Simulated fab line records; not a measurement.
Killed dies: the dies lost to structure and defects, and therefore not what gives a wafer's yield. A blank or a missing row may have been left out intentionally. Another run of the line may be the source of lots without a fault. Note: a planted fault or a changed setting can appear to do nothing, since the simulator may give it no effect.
Which tool did it? | flow n5Finfet | 11 lots with 33 wafers sampled at 4 steps, on a route of 1938 steps

## WHAT THE GAUGES SHOWED, per wafer
N5_BEOL_M11_INSPECT_13: inspects for defects (brightfield).
lot  | measured     | on               | rawDefectCount
L646 | day 11 02:28 | defectInspect-01 | 484 595 616
L644 | day 11 02:43 | defectInspect-01 | 461 403 519
L645 | day 11 03:24 | defectInspect-01 | 317 290 280
L651 | day 12 15:00 | defectInspect-01 | 392 393 431
L652 | day 12 16:20 | defectInspect-02 | 292 365 278
L653 | day 12 23:41 | defectInspect-01 | 289 328 240
L654 | day 13 11:10 | defectInspect-02 | 441 272 450
L657 | day 14 08:40 | defectInspect-02 | 506 509 541
L662 | day 15 08:52 | defectInspect-02 | 561 350 398
L665 | day 16 09:49 | defectInspect-02 | 374 321 547
L666 | day 16 18:04 | defectInspect-02 | 578 491 391

N5_BEOL_M11_CD_MEAS_28: the cd target is 70 nm.
lot  | measured     | on       | cdNm (nm)
L646 | day 11 03:25 | cdSem-01 | 69.5 71.0 69.5
L644 | day 11 03:47 | cdSem-01 | 70.0 67.4 70.2
L645 | day 11 04:20 | cdSem-03 | 72.2 70.9 71.2
L651 | day 12 16:05 | cdSem-01 | 70.3 70.1 70.9
L652 | day 12 17:26 | cdSem-03 | 70.7 70.2 70.5
L653 | day 13 02:43 | cdSem-03 | 70.2 70.8 70.4
L654 | day 13 12:07 | cdSem-02 | 71.3 70.3 70.4
L657 | day 14 11:25 | cdSem-01 | 70.5 70.0 70.8
L662 | day 15 09:49 | cdSem-03 | 63.9 70.5 64.4
L665 | day 16 10:46 | cdSem-02 | 69.9 69.2 69.2
L666 | day 16 20:21 | cdSem-01 | 69.8 70.3 69.5

## WHICH TOOL RAN EACH LOT (tool, then ch and the chambers of the sampled wafers, then the start)
lot  | N5_BEOL_M10_ANNEAL_51           | N5_BEOL_M11_PEB_26
L646 | rtpAnneal-01 ch 0, day 10 23:47 | lithoTrack-03 ch 0, day 11 03:21
L644 | rtpAnneal-01 ch 0, day 11 00:11 | lithoTrack-05 ch 0, day 11 03:44
L645 | rtpAnneal-01 ch 0, day 11 00:32 | lithoTrack-03 ch 0, day 11 04:16
L651 | rtpAnneal-01 ch 0, day 12 11:40 | lithoTrack-04 ch 0, day 12 16:01
L652 | rtpAnneal-01 ch 0, day 12 13:23 | lithoTrack-04 ch 0, day 12 17:22
L653 | rtpAnneal-01 ch 0, day 12 21:31 | lithoTrack-05 ch 0, day 13 02:38
L654 | rtpAnneal-01 ch 0, day 13 07:33 | lithoTrack-04 ch 0, day 13 12:02
L657 | rtpAnneal-01 ch 0, day 14 05:26 | lithoTrack-04 ch 0, day 14 11:20
L662 | rtpAnneal-01 ch 0, day 15 06:30 | lithoTrack-03 ch 0, day 15 09:45
L665 | rtpAnneal-02 ch 0, day 16 04:49 | lithoTrack-05 ch 0, day 16 10:41
L666 | rtpAnneal-02 ch 0, day 16 14:22 | lithoTrack-05 ch 0, day 16 20:17
- N5_BEOL_M10_ANNEAL_51: time 90 s.
- N5_BEOL_M11_PEB_26: peb time 60 s.

## AS READ BY THE TOOLS THEMSELVES (means over the sampled wafers that have a number; for cases with no such wafer, the mark the record gives instead)
N5_BEOL_M10_ANNEAL_51.
lot  | tool         | annealTempCMax | wafer_temp_C_max
L646 | rtpAnneal-01 | 226.16         | 225.6
L644 | rtpAnneal-01 | 226.06         | 225.6
L645 | rtpAnneal-01 | 226.17         | 225.9
L651 | rtpAnneal-01 | 226.04         | 225.7
L652 | rtpAnneal-01 | 226.14         | 225.4
L653 | rtpAnneal-01 | 225.88         | 225.9
L654 | rtpAnneal-01 | 225.78         | 225.7
L657 | rtpAnneal-01 | 225.88         | 226.0
L662 | rtpAnneal-01 | 226.09         | 225.9
L665 | rtpAnneal-02 | 226.13         | 226.4
L666 | rtpAnneal-02 | 225.87         | 226.1

## THE ANSWER, worked out from the rows above alone
Rule: what is usual is taken from the lots themselves. Put in order of their means at a reading, lots are off if they are a third of the lots or fewer, leave a main group of 4 or more, and stand apart from it by a gap of 3 or more times the standard deviation of the main group's means; of several such gaps the widest counts. Not used: any main group whose means are identical at the precision the tables above print for the reading. Also off: a lot with no number at a reading for which 4 or more lots have one. The other lots that the step has rows for count as sound. The gauges are gone through in route order, then the tools' own readings, and for those a lot's mean is taken as printed above. The first step at which some lot is off is used, and at that step the reading that is off furthest; a lot without a number counts as furthest.
Off: L662, at N5_BEOL_M11_CD_MEAS_28 (cdNm). Mean 70.2 nm and standard deviation 0.61 in the main group.
If a tool, at a process step before that reading, ran all the lots that are off and no sound lot after the first of them, it fits. The gauges at N5_BEOL_M11_CD_MEAS_28 are tried like those tools. Can't be told from this: 3 tools fit, rtpAnneal-01 at N5_BEOL_M10_ANNEAL_51, lithoTrack-03 at N5_BEOL_M11_PEB_26, cdSem-03 at N5_BEOL_M11_CD_MEAS_28.

## WHAT HAD BEEN PUT IN BY THE SIMULATOR
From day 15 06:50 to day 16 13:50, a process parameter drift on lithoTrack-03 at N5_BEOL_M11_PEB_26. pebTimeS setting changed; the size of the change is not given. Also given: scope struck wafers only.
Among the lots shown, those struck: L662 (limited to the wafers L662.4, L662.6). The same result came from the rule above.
